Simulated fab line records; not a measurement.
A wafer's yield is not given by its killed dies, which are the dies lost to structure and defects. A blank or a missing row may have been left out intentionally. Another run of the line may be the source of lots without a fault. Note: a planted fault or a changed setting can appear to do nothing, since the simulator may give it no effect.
fab line records ; flow n5_finfet
record: lots: 7; wafers: 21; last_day: 17
route steps=1938 shown BEOL_M7@1269 PASSIVATION@1936
lots that met no fault: from a run of the same line without faults
start_h: the number of hours between the record's first day and the start of the first shown wafer of the lot ; wait_h: hours since the lot's step before ; " as in the row above ; L1.1+2: a row that stands for several wafers ; - no value present, or no start provided ; * or withheld: withheld ; < > ~ a bound
route shown NAME@n: names a module that has steps shown in the file, with the first one's number in the route ; usual: average and standard deviation across the fault-free wafers ; same: alike in all rows ; chamber/n: place in a boat ; sites: each site's reading ; _std_site: the standard deviation of these ; _edge_site: outer sites' mean less inner sites' ; radius_mm: for every site, how far away it sits from the centre of the wafer ; mask NAME#n: copy n ; behind: the last tool/chamber to shape the wafer ; hold: the reason the lot was held/the length of the hold in hours/how it ended ; device: the n, p or np transistor that did not switch ; end of line: at the end of the route, the tests of the same wafers ; a step given without rows: its recipe and nothing more ; killed: dies that structure and defects cost at the first sort, which is not the same as the wafer's yield ; map: per-die view of a wafer (x killed, . not killed, _ where there is no die)
set.NAME: the setting as run; set.NAME@STEP: as run at that earlier step ; model.NAME: the simulator's own value behind a step, which no gauge read
lots at selected steps of the route; one table per step, one row per wafer
services: the hour from which a tool's chamber was out of use, counted from the record's first day as start_h (under 0 if before that day), plus the number of hours and why
== steps ==
step: N5_BEOL_M7_COAT_60
recipe: resist: SiARC; temp_c: 220; time_s: 60; spin_rpm: 1500; resist_thk_nm: 35
step: N5_BEOL_M7_COAT_05
recipe: resist: CAR-ArF; spin_rpm: 1500; resist_thk_nm: 90
step: N5_BEOL_M7_EBR_07
recipe: solvent: PGMEA; ebr_width_mm: 1.5
step: N5_BEOL_M7_SOFTBAKE_06
recipe: temp_c: 110; time_s: 60; resist: CAR-ArF
step: N5_BEOL_M7_EXPOSE_08
recipe: mask_id: M7; na: 1.35; source_shape: dipole; sigma_inner: 0.817; sigma_outer: 0.97; polarization: te; dose_mj: 68.25
step: N5_BEOL_M7_PEB_09
recipe: peb_temp_c: withheld; peb_time_s: 60; resist: CAR-ArF
step: N5_BEOL_M7_DEVELOP_10
recipe: develop_time_s: 30; developer: TMAH; resist: CAR-ArF; rinse_liquid: diw; dry: air_spin; dev_temp_c: 23
step: N5_BEOL_M7_CD_MEAS_11
recipe: target_cd_nm: 38.5; landing_energy_ev: 500; detector: se_inlens; polarity: opening
usual: cd_nm: 38.3/0.58
lot.wafer;tool;chamber;start_h;wait_h;cd_nm
L649.2;cd_sem-02;0;230.38;-;37.7
L649.3;cd_sem-02;0;230.38;-;37.4
L649.4;cd_sem-02;0;230.38;-;38.0
L650.2;cd_sem-02;0;236.85;-;38.0
L650.3;cd_sem-02;0;236.85;-;38.5
L650.5;cd_sem-02;0;236.85;-;37.5
L657.2;cd_sem-01;0;268.73;-;38.2
L657.5;cd_sem-01;0;268.73;-;38.9
L657.6;cd_sem-01;0;268.73;-;38.6
L659.2;cd_sem-01;0;294.61;-;38.9
L659.3;cd_sem-01;0;294.61;-;38.8
L659.6;cd_sem-01;0;294.61;-;39.1
L661.2;cd_sem-02;0;299.50;-;37.7
L661.5;cd_sem-02;0;299.50;-;38.1
L661.6;cd_sem-02;0;299.50;-;38.0
L663.4;cd_sem-01;0;314.59;-;38.3
L663.5;cd_sem-01;0;314.59;-;38.6
L663.6;cd_sem-01;0;314.59;-;39.0
L664.2;cd_sem-02;0;320.38;-;38.3
L664.3;cd_sem-02;0;320.38;-;38.8
L664.6;cd_sem-02;0;320.38;-;39.1
step: N5_BEOL_M7_OVL_MEAS_12
recipe: points_per_wafer: 44
usual: M7_OVL: -0.1/0.66
same: points_per_wafer: 44
lot.wafer;tool;chamber;start_h;wait_h;M7_OVL[nm]
L649.2;overlay-01;0;230.41;0.0;0.1
L649.3;overlay-01;0;230.41;0.0;-0.7
L649.4;overlay-01;0;230.41;0.0;-0.2
L650.2;overlay-01;0;236.88;0.0;0.2
L650.3;overlay-01;0;236.88;0.0;-0.9
L650.5;overlay-01;0;236.88;0.0;-0.3
L657.2;overlay-02;0;268.76;0.0;-0.2
L657.5;overlay-02;0;268.76;0.0;0.7
L657.6;overlay-02;0;268.76;0.0;-0.1
L659.2;overlay-01;0;294.64;0.0;1.7
L659.3;overlay-01;0;294.64;0.0;0.8
L659.6;overlay-01;0;294.64;0.0;0.7
L661.2;overlay-01;0;299.53;0.0;1.2
L661.5;overlay-01;0;299.53;0.0;0.8
L661.6;overlay-01;0;299.53;0.0;1.3
L663.4;overlay-02;0;314.61;0.0;-0.2
L663.5;overlay-02;0;314.61;0.0;0.1
L663.6;overlay-02;0;314.61;0.0;0.4
L664.2;overlay-01;0;320.41;0.0;-0.2
L664.3;overlay-01;0;320.41;0.0;-0.1
L664.6;overlay-01;0;320.41;0.0;-0.4
step: N5_BEOL_M7_INSPECT_13
recipe: mode: adi; inspect_instrument: brightfield
usual: raw_defect_count: 372/96
lot.wafer;tool;chamber;start_h;wait_h;raw_defect_count
L649.2;defect_inspect-01;-;230.43;0.0;336
L649.3;defect_inspect-01;-;230.43;0.0;260
L649.4;defect_inspect-01;-;230.43;0.0;301
L650.2;defect_inspect-02;-;236.91;0.0;292
L650.3;defect_inspect-02;-;236.91;0.0;290
L650.5;defect_inspect-02;-;236.91;0.0;391
L657.2;defect_inspect-02;-;268.78;0.0;295
L657.5;defect_inspect-02;-;268.78;0.0;328
L657.6;defect_inspect-02;-;268.78;0.0;364
L659.2;defect_inspect-02;-;294.66;0.0;463
L659.3;defect_inspect-02;-;294.66;0.0;516
L659.6;defect_inspect-02;-;294.66;0.0;416
L661.2;defect_inspect-01;-;299.56;0.0;358
L661.5;defect_inspect-01;-;299.56;0.0;375
L661.6;defect_inspect-01;-;299.56;0.0;256
L663.4;defect_inspect-02;-;314.64;0.0;358
L663.5;defect_inspect-02;-;314.64;0.0;359
L663.6;defect_inspect-02;-;314.64;0.0;323
L664.2;defect_inspect-01;-;320.43;0.0;350
L664.3;defect_inspect-01;-;320.43;0.0;378
L664.6;defect_inspect-01;-;320.43;0.0;401
step: N5_BEOL_M7_DESCUM_16
recipe: chemistry: O2; time_s: 7.9; source_power_w: 50; bias_power_w: 20; pressure_mtorr: 20; rf_frequency_hz: 2.712e+07; temp_c: 40; resist: CAR-ArF; o2_flow_sccm: 225
usual: drypump_motor_current_A: 5.85/0.24; oes_product_au: 0.78/0.084; rf_vpp_V: 243.1/1.7; showerhead_plenum_p_Torr: 2.10/0.089; throttle_valve_pct: 20.56/0.23
lot.wafer;tool;chamber;start_h;wait_h;drypump_motor_current_A;oes_product_au;rf_hours_counter_h;rf_vpp_V;showerhead_plenum_p_Torr;throttle_valve_pct
L649.2;rie_diel-05;3;230.47;0.0;6.00;0.73;168;241.9;2.00;20.59
L649.3;rie_diel-05;2;230.47;0.0;5.82;0.85;73;246.6;2.22;20.63
L649.4;rie_diel-05;2;230.47;0.0;5.82;0.85;-;245.9;2.22;20.64
L650.2;rie_diel-03;1;236.95;0.0;5.59;0.74;191;241.5;2.00;20.56
L650.3;rie_diel-03;2;236.95;0.0;5.70;0.75;171;243.6;2.18;20.66
L650.5;rie_diel-03;0;236.95;0.0;6.28;0.71;-;242.6;2.08;20.78
L657.2;rie_diel-03;0;268.99;0.2;6.28;0.71;208;244.1;2.08;20.80
L657.5;rie_diel-03;3;268.99;0.2;5.80;0.90;-;245.6;2.23;20.15
L657.6;rie_diel-03;0;268.99;0.2;6.30;0.70;-;242.9;2.08;20.78
L659.2;rie_diel-03;3;294.69;0.0;5.82;0.89;33;244.2;2.23;20.17
L659.3;rie_diel-03;1;294.69;0.0;5.58;0.72;211;240.7;2.00;20.57
L659.6;rie_diel-03;3;294.69;0.0;5.77;0.90;-;245.8;2.23;20.16
L661.2;rie_diel-03;2;299.59;0.0;5.70;0.73;192;244.1;2.18;20.70
L661.5;rie_diel-03;3;299.59;0.0;5.79;0.89;-;245.3;2.23;20.17
L661.6;rie_diel-03;2;299.59;0.0;5.71;0.73;-;244.4;2.18;20.67
L663.4;rie_diel-04;1;314.67;0.0;6.01;0.80;113;242.7;2.02;20.22
L663.5;rie_diel-04;2;314.67;0.0;5.60;0.84;-;244.1;2.21;20.14
L663.6;rie_diel-04;1;314.67;0.0;6.05;0.81;-;240.8;2.02;20.21
L664.2;rie_diel-04;2;321.22;0.8;5.62;0.85;40;244.6;2.21;20.14
L664.3;rie_diel-04;1;321.22;0.8;5.99;0.82;115;239.9;2.02;20.21
L664.6;rie_diel-04;1;321.22;0.8;5.99;0.83;-;243.4;2.02;20.20
step: N5_BEOL_M7_ETCH_61
recipe: chemistry: CF4; target: SiARC; target_depth_a: 455; mask_material: CAR-ArF; time_s: 75.8; ion_energy_ev: 80; pressure_mtorr: 40; source_w: 545; bias_w: 36; Ar_flow_sccm: 100; cf4_flow_sccm: 100; ends: cleared
usual: bias_w: 35.99/0.11; drypump_motor_current_A: 5.85/0.24; etch_rf_on_time_s: 75.5/1.2; oes_product_au: 0.66/0.073; rf_fwd_power_W: 539.3/1.9; rf_vpp_V: 184.1/1.3; showerhead_plenum_p_Torr: 2.15/0.082; throttle_valve_pct: 15.72/0.23
lot.wafer;tool;chamber;start_h;wait_h;bias_w;drypump_motor_current_A;etch_rf_on_time_s;oes_product_au;rf_fwd_power_W;rf_hours_counter_h;rf_vpp_V;showerhead_plenum_p_Torr;throttle_valve_pct
L649.2;rie_diel-05;3;230.50;0.0;35.98;5.98;76.9;0.62;538.2;168;182.7;2.05;15.86
L649.3;rie_diel-05;2;230.50;0.0;35.90;5.81;73.7;0.73;542.3;73;185.1;2.26;15.69
L649.4;rie_diel-05;2;230.50;0.0;36.01;5.81;74.1;0.73;541.3;-;184.3;2.26;15.70
L650.2;rie_diel-03;1;236.98;0.0;35.88;5.61;75.0;0.64;537.5;191;183.5;2.06;15.83
L650.3;rie_diel-03;2;236.98;0.0;36.20;5.73;76.4;0.64;538.8;171;183.1;2.21;15.75
L650.5;rie_diel-03;0;236.98;0.0;36.04;6.27;75.1;0.61;537.9;-;183.6;2.12;15.90
L657.2;rie_diel-03;0;269.03;0.0;36.02;6.26;76.6;0.60;538.0;208;185.0;2.12;15.91
L657.5;rie_diel-03;3;269.03;0.0;35.86;5.78;75.3;0.79;536.5;-;187.1;2.27;15.27
L657.6;rie_diel-03;0;269.03;0.0;35.94;6.27;76.4;0.60;538.7;-;185.0;2.12;15.90
L659.2;rie_diel-03;3;294.73;0.0;35.99;5.78;74.1;0.77;539.4;33;185.5;2.27;15.31
L659.3;rie_diel-03;1;294.73;0.0;36.07;5.59;76.0;0.62;540.1;211;183.2;2.06;15.87
L659.6;rie_diel-03;3;294.73;0.0;35.85;5.81;74.7;0.77;541.3;-;186.3;2.27;15.29
L661.2;rie_diel-03;2;299.63;0.0;35.78;5.73;74.9;0.62;537.3;192;184.1;2.20;15.79
L661.5;rie_diel-03;3;299.63;0.0;36.09;5.78;73.7;0.77;538.5;-;186.4;2.26;15.29
L661.6;rie_diel-03;2;299.63;0.0;35.94;5.71;75.5;0.62;540.3;-;184.0;2.20;15.79
L663.4;rie_diel-04;1;314.71;0.0;35.87;6.02;75.4;0.69;539.5;113;182.9;2.07;15.40
L663.5;rie_diel-04;2;314.71;0.0;35.84;5.63;76.4;0.72;540.7;-;185.6;2.27;15.35
L663.6;rie_diel-04;1;314.71;0.0;35.80;6.01;76.0;0.69;539.6;-;184.3;2.07;15.40
L664.2;rie_diel-04;2;321.25;0.0;35.91;5.63;78.2;0.71;540.4;40;186.4;2.27;15.37
L664.3;rie_diel-04;1;321.25;0.0;36.02;6.00;76.4;0.69;538.3;115;184.0;2.07;15.41
L664.6;rie_diel-04;1;321.25;0.0;35.99;5.99;77.0;0.68;537.9;-;182.5;2.07;15.40
step: N5_BEOL_M7_ETCH_62
recipe: chemistry: N2/H2; target: SOC; target_depth_a: 1100; overetch_a: 220; mask_material: SiARC; temp_c: 40; time_s: 165; ion_energy_ev: 200; pressure_mtorr: 30; source_w: 840; bias_w: 150; n2_flow_sccm: 200; h2_flow_sccm: 200
usual: bias_w: 149.9/0.41; drypump_motor_current_A: 5.86/0.25; oes_product_au: 0.66/0.069; rf_fwd_power_W: 837.1/2.7; rf_vpp_V: 523.9/3; showerhead_plenum_p_Torr: 2.54/0.1; throttle_valve_pct: 17.95/0.25
lot.wafer;tool;chamber;start_h;wait_h;bias_w;drypump_motor_current_A;oes_product_au;rf_fwd_power_W;rf_hours_counter_h;rf_vpp_V;showerhead_plenum_p_Torr;throttle_valve_pct;model.SiARC_of_BEOL_M7_COAT_60.thk_nm
L649.2;rie_diel-05;3;230.56;0.0;149.8;5.99;0.63;835.3;168;521.2;2.43;17.91;28.6
L649.3;rie_diel-05;2;230.56;0.0;149.3;5.83;0.72;837.5;73;528.3;2.69;18.00;28.4
L649.4;rie_diel-05;2;230.56;0.0;150.2;5.82;0.72;841.1;-;527.7;2.69;18.00;28.6
L650.2;rie_diel-03;1;237.04;0.0;150.4;5.60;0.63;845.3;191;520.6;2.44;18.14;28.4
L650.3;rie_diel-03;2;237.04;0.0;149.5;5.70;0.64;835.7;171;526.4;2.62;17.90;28.4
L650.5;rie_diel-03;0;237.04;0.0;150.2;6.27;0.61;834.1;-;522.2;2.52;18.17;28.2
L657.2;rie_diel-03;0;269.08;0.0;149.2;6.28;0.60;1036.7;208;487.7;2.52;18.18;27.4
L657.5;rie_diel-03;3;269.08;0.0;150.8;5.79;0.77;1040.6;-;491.0;2.70;17.50;27.4
L657.6;rie_diel-03;0;269.08;0.0;150.0;6.28;0.60;1040.2;-;487.4;2.52;18.19;27.4
L659.2;rie_diel-03;3;294.78;0.0;150.5;5.79;0.76;1037.2;33;491.5;2.70;17.52;27.2
L659.3;rie_diel-03;1;294.78;0.0;149.6;5.58;0.61;1036.7;211;483.9;2.43;18.20;27.8
L659.6;rie_diel-03;3;294.78;0.0;150.1;5.82;0.76;1035.5;-;491.5;2.70;17.51;27.2
L661.2;rie_diel-03;2;299.68;0.0;149.5;5.71;0.62;1034.5;192;490.3;2.61;17.96;27.2
L661.5;rie_diel-03;3;299.68;0.0;149.2;5.81;0.76;1038.7;-;492.7;2.70;17.51;27
L661.6;rie_diel-03;2;299.68;0.0;150.0;5.71;0.62;1034.5;-;489.5;2.61;17.94;27.4
L663.4;rie_diel-04;1;314.76;0.0;150.6;6.04;0.68;839.6;113;522.0;2.47;17.72;28.6
L663.5;rie_diel-04;2;314.76;0.0;149.5;5.63;0.73;834.5;-;528.8;2.69;17.50;28.6
L663.6;rie_diel-04;1;314.76;0.0;149.8;6.02;0.68;834.1;-;520.9;2.47;17.72;28.6
L664.2;rie_diel-04;2;321.31;0.0;148.9;5.65;0.72;838.2;40;529.4;2.69;17.47;28.6
L664.3;rie_diel-04;1;321.31;0.0;149.7;6.03;0.68;838.2;115;519.8;2.47;17.71;28.6
L664.6;rie_diel-04;1;321.31;0.0;149.7;6.04;0.68;836.2;-;521.6;2.47;17.72;28.6
step: N5_BEOL_M7_STRIP_68
recipe: chemistry: N2/H2; temp_c: 40; n2_flow_sccm: 200; h2_flow_sccm: 200; rf_frequency_hz: 6e+07
step: N5_PASSIVATION_PROBE_49
usual: defect_limited_yield: 91.0/1.5; killed_at_M0_to_M3: 34/11; killed_at_M4_up: 14/5.3; killed_at_contacts: 13/7; killed_at_front_end: 41/13; killed_at_other: 4/3.1; killed_dies: 106/17; killed_on_rim: 14/3.9; killed_open: 70/12; killed_short: 35/8; sort_bin_5_function: 5.2/0.98; sort_bin_6_memory: 3.4/0.69; sort_n_pass: 1074/17; sort_yield_pct: 91.0/1.5
same: gross_dies: 1180; killed_at_back_side: 0; sort_bin_4_leakage[%]: 0; sort_bin_8_speed[%]: 0
lot.wafer;tool;chamber;start_h;wait_h;defect_limited_yield[%];killed_at_M0_to_M3;killed_at_M4_up;killed_at_contacts;killed_at_front_end;killed_at_other;killed_dies;killed_on_rim;killed_open;killed_short;sort_bin_5_function[%];sort_bin_6_memory[%];sort_n_pass;sort_yield_pct[%]
L649.2;prober-02;-;301.99;0.1;90.3;36;23;16;33;6;114;12;80;34;5.5;3.7;1066;90.3
L649.3;prober-02;-;302.04;0.1;91.7;33;15;10;37;3;98;15;60;38;5.0;3.1;1082;91.7
L649.4;prober-02;-;302.09;0.2;90.7;32;18;21;35;4;110;13;71;39;5.3;3.6;1070;90.7
killed by level:class
L649.2 STI_FIN_REVEAL:geometric_particle:open=12 MOL_CONTACT_COAG:geometric_particle:open=12 BEOL_M3:geometric_particle:open=7 BEOL_M4:geometric_particle:open=7 BEOL_M4:geometric_particle:short=7 FIN_SAQP:geometric_particle:open=6 BEOL_M0_SAQP:geometric_particle:short=6 BEOL_M1:geometric_particle:open=6
L649.3 MOL_CONTACT_COAG:geometric_particle:open=9 BEOL_M2:geometric_particle:open=9 STI_FIN_REVEAL:geometric_particle:open=8 BEOL_M0_SAQP:geometric_particle:short=8 FIN_SAQP:geometric_particle:short=7 BEOL_M3:geometric_particle:open=6 GATE_CUT:geometric_particle:short=5 BEOL_M4:geometric_particle:open=5
L649.4 MOL_CONTACT_COAG:geometric_particle:open=18 BEOL_M4:geometric_particle:open=8 FIN_SAQP:geometric_particle:short=7 STI_FIN_REVEAL:geometric_particle:open=7 BEOL_M0_SAQP:geometric_particle:short=7 BEOL_M2:geometric_particle:open=7 FIN_SAQP:geometric_particle:open=5 GATE_CUT:geometric_particle:short=5
== services ==
tool;chamber;start_h;hours;kind
rie_diel-05;1;210.42;-;clean
rie_diel-05;1;210.42;-;consumable_replace:focus_ring
rie_diel-05;1;210.42;23.2;scheduled_down
rie_diel-05;1;210.42;23.2;vent_cycle
rie_diel-04;-;234.11;1.7;repair
rie_diel-04;0;248.92;19.3;repair
rie_diel-05;0;250.22;-;clean
rie_diel-05;0;250.22;-;consumable_replace:focus_ring
rie_diel-05;0;250.22;13.9;scheduled_down
rie_diel-05;0;250.22;13.9;vent_cycle
rie_diel-05;-;261.73;0.6;repair
rie_diel-05;-;266.08;0.8;repair
rie_diel-04;1;276.61;5.4;repair
rie_diel-04;-;281.45;0.4;repair
rie_diel-04;1;283.72;16.7;repair
rie_diel-05;1;290.76;9.6;repair
rie_diel-03;1;318.53;5.0;repair
== key ==
first_sign: step: N5_BEOL_M7_ETCH_62; reading: rf_fwd_power_W; direction: up; sigmas: 74; usual: *; struck: *
effect: step: N5_BEOL_M7_ETCH_62; reading: rf_vpp_V; direction: down; sigmas: 12; usual: 523.9; struck: 489.5
model_effect: step: N5_BEOL_M7_ETCH_62; value: SiARC_of_BEOL_M7_COAT_60.thk_nm; without: 28.18; struck: 27.33
met_at N5_BEOL_M7_ETCH_62
struck_wafers L657.2,L657.5,L657.6,L659.2,L659.3,L659.6,L661.2,L661.5,L661.6
onset_between 237.04 269.08
fault: kind: process_parameter_drift; tool: rie_diel-03; chamber: -; onset_h: 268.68; steps: N5_BEOL_M7_ETCH_62; channel: source_w; offset: 201.6; shape: step; end_h: 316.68; acts_in: these_recipes_only; stated: 840
